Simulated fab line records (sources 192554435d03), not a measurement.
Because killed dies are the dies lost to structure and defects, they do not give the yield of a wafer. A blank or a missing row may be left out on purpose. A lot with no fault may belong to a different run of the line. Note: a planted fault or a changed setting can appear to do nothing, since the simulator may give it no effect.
Matching of chambers ; flow n5Finfet ; 3 sister chambers for N5_HKMG_FIN_STRIP_90 on rieDiel-01
The step strips SOC in N2/H2, time 20 s. 3 wafers are shown with their chamber, then 5 later ones without.

== WAFERS PAIRED WITH THEIR CHAMBERS ==
wafer;chamber;showerheadPlenumPTorr (Torr)
L089.6;2;3.19
L091.1;3;3.40
L091.2;0;3.47

== WAFERS WHOSE CHAMBER IS MISSING ==
wafer;showerheadPlenumPTorr (Torr)
L091.6;3.40
L095.1;3.47
L095.4;3.47
L097.1;3.39
L097.2;3.46

== THE CHAMBER EACH PASSED THROUGH ==
wafer;from the rows above;in truth
L091.6;3;3
L095.1;0;0
L095.4;0;0
L097.1;3;3
L097.2;0;0
Placed correctly: 5 of 5. Can't be placed from these rows: 0. Wrongly placed: 0.
How it was worked out, from the rows above alone: a wafer's distance from a chamber is the root of the sum, over the readings, of the square of ((its reading less the chamber's mean) divided by the reading's scatter). If the next closest chamber is less than 2 further off than the closest, the wafer can't be placed; otherwise it belongs to the closest. A chamber's mean is the mean of its shown wafers. The scatter (one wafer shown for each chamber): square how far every hidden wafer sits from the nearest shown wafer, average those squares and take the square root.
